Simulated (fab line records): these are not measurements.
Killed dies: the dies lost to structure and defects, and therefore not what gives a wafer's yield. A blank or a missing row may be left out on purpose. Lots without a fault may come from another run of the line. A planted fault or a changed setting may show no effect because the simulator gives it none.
What tool caused it? -- flow nand harc -- 66 wafers from 22 lots sampled at 3 of the route's 1302 steps

WHAT THE GAUGES SHOWED, per wafer
NHARC_A_STAIRCASE_INSPECT_155. Usual: raw defect count reads 427 (standard deviation 130).
lot,measured,on,raw defect count,flag
L075,day 19 16:12,defect inspect-02,398 282 289,
L076,day 20 00:06,defect inspect-01,315 462 333,
L074,day 20 00:22,defect inspect-02,580 514 349,
L078,day 20 03:16,defect inspect-01,519 774 549,
L080,day 20 17:08,defect inspect-02,425 418 353,
L079,day 21 04:20,defect inspect-02,401 510 739,
L084,day 22 20:14,defect inspect-01,502 565 598,
L082,day 22 20:28,defect inspect-02,267 266 212,
L083,day 23 01:11,defect inspect-01,347 576 603,
L081,day 23 01:31,defect inspect-02,642 508 820,
L086,day 23 16:30,defect inspect-02,678 469 454,
L085,day 23 16:39,defect inspect-01,362 382 552,
L088,day 24 15:39,defect inspect-02,432 664 565,
L089,day 24 22:37,defect inspect-02,351 562 459,
L087,day 24 22:47,defect inspect-01,343 390 333,
L091,day 25 18:58,defect inspect-02,500 378 450,
L090,day 25 19:02,defect inspect-01,420 523 428,
L094,day 26 17:44,defect inspect-01,477 498 429,
L093,day 26 17:39,defect inspect-02,621 378 454,
L096,day 28 03:46,defect inspect-02,410 368 437,
L097,day 28 03:56,defect inspect-02,262 578 305,
L095,day 29 00:44,defect inspect-01,395 242 262,

NHARC_A_SGD_CUT_CD_MEAS_09: target cd 100 nm. Usual: cd nm reads 100.0 nm (standard deviation 0.48).
lot,measured,on,cd nm (nm),flag
L075,day 19 16:58,cd sem-01,99.9 99.8 100.9,
L076,day 20 01:02,cd sem-01,99.7 99.8 99.0,
L074,day 20 01:12,cd sem-03,100.4 99.9 99.9,
L078,day 20 04:04,cd sem-01,100.3 99.9 99.7,
L080,day 20 17:48,cd sem-03,100.5 100.5 100.7,
L079,day 21 05:07,cd sem-02,100.1 100.1 99.5,
L084,day 22 21:02,cd sem-01,99.6 99.1 100.0,
L082,day 22 21:16,cd sem-01,100.5 99.9 100.2,
L083,day 23 01:51,cd sem-02,99.8 99.8 100.0,
L081,day 23 02:19,cd sem-03,98.8 99.7 99.4,
L086,day 23 17:17,cd sem-01,100.4 100.3 100.3,
L085,day 23 17:32,cd sem-03,99.1 100.2 99.7,
L088,day 24 16:19,cd sem-01,100.5 100.0 100.4,
L089,day 24 23:17,cd sem-03,100.2 99.7 100.9,
L087,day 24 23:35,cd sem-01,100.6 99.9 100.0,
L091,day 25 19:45,cd sem-02,99.9 100.6 99.2,
L090,day 25 19:54,cd sem-02,100.6 100.7 100.3,
L094,day 26 18:36,cd sem-02,99.4 99.3 99.7,
L093,day 26 18:27,cd sem-03,100.2 100.4 100.4,
L096,day 28 04:34,cd sem-02,100.0 100.1 100.0,
L097,day 28 04:43,cd sem-02,99.7 99.4 100.4,
L095,day 29 01:32,cd sem-02,100.5 100.4 100.5,

WHICH TOOL RAN EACH LOT (tool, then ch and the chambers of the sampled wafers, then the start)
lot,NHARC_A_STAIRCASE_ETCHBACK_422
L075,"rie diel-08 ch 0,1,3, day 19 14:58"
L076,"rie diel-01 ch 0,3, day 19 22:50"
L074,"rie diel-01 ch 0,2,3, day 19 23:05"
L078,"rie diel-08 ch 1,2,3, day 20 01:44"
L080,"rie diel-11 ch 0,1,3, day 20 15:53"
L079,"rie diel-01 ch 0,1,3, day 21 03:07"
L084,"rie diel-01 ch 1,2,3, day 22 18:59"
L082,"rie diel-01 ch 2,3, day 22 19:14"
L083,"rie diel-01 ch 0,1,3, day 22 23:52"
L081,"rie diel-01 ch 1,2,3, day 23 00:11"
L086,"rie diel-08 ch 0,2,3, day 23 15:16"
L085,"rie diel-08 ch 0,2,3, day 23 15:19"
L088,"rie diel-08 ch 0,2,3, day 24 14:23"
L089,"rie diel-01 ch 0,2,3, day 24 21:21"
L087,"rie diel-08 ch 0,1,2, day 24 21:34"
L091,"rie diel-01 ch 0,1,2, day 25 17:40"
L090,"rie diel-11 ch 0,2,3, day 25 17:47"
L094,"rie diel-01 ch 0,1,3, day 26 16:10"
L093,"rie diel-08 ch 1,2, day 26 16:14"
L096,"rie diel-11 ch 0,3, day 28 02:32"
L097,"rie diel-08 ch 0,1,3, day 28 02:41"
L095,"rie diel-01 ch 0,2,3, day 28 23:31"
- NHARC_A_STAIRCASE_ETCHBACK_422: etches the open film in CH3F/O2, target depth 40 nm, time 74.286 s.

AS READ BY THE TOOLS THEMSELVES (means over the sampled wafers that have a number; for cases with no such wafer, the mark the record gives instead)
NHARC_A_STAIRCASE_ETCHBACK_422. Usual: drypump motor current A 5.7 A, standard deviation 0.36; oes product au 0.96 a.u., standard deviation 0.037; rf vpp V 244.5 V, standard deviation 1.7; showerhead plenum p Torr 2.46 Torr, standard deviation 0.11; throttle valve pct 20.664 %, standard deviation 0.0083.
lot,tool,drypump motor current A (A),oes product au (a.u.),rf vpp V (V),showerhead plenum p Torr (Torr),throttle valve pct (%),flag
L075,rie diel-08,5.6,0.94,245.0,2.48,20.663,
L076,rie diel-01,5.6,0.97,244.4,2.46,20.661,
L074,rie diel-01,5.8,0.92,244.2,2.44,20.661,
L078,rie diel-08,5.7,0.93,245.1,2.46,20.663,
L080,rie diel-11,5.7,1.00,245.3,2.49,20.664,
L079,rie diel-01,5.7,0.94,244.5,2.50,20.657,
L084,rie diel-01,5.9,0.93,243.5,2.37,20.668,
L082,rie diel-01,5.9,0.92,242.9,2.33,20.664,
L083,rie diel-01,5.7,0.93,244.8,2.49,20.669,
L081,rie diel-01,5.9,0.93,243.6,2.37,20.657,
L086,rie diel-08,5.6,1.00,244.6,2.43,20.665,
L085,rie diel-08,5.6,0.92,243.6,2.43,20.653,
L088,rie diel-08,5.6,1.01,243.5,2.42,20.657,
L089,rie diel-01,5.8,1.01,246.1,2.55,20.663,
L087,rie diel-08,5.5,1.01,244.5,2.46,20.668,
L091,rie diel-01,5.8,0.96,246.3,2.59,20.660,
L090,rie diel-11,5.8,0.93,244.9,2.51,20.661,
L094,rie diel-01,5.7,0.92,244.8,2.48,20.666,
L093,rie diel-08,5.6,0.93,245.3,2.47,20.670,
L096,rie diel-11,5.7,0.99,244.7,2.52,20.661,
L097,rie diel-08,5.6,1.00,243.6,2.45,20.656,
L095,rie diel-01,5.8,1.00,245.5,2.54,20.663,

THE ANSWER, worked out from the rows above alone
Rule: a lot is off if the mean of its wafers that have a number lies more than 3 standard deviations from the usual mean. Also off: a lot with no number at a reading for which 4 or more lots have one. The other lots that the step has rows for count as sound. Order of review: gauges by route order, followed by the tools' own readings, for which a lot's mean as printed above is used. At the first step where some lot is off, the reading lying furthest off is the one used; lots without a number count as furthest.
Nothing can be told from this: no lot is off at any reading shown.

WHAT THE SIMULATOR PUT IN
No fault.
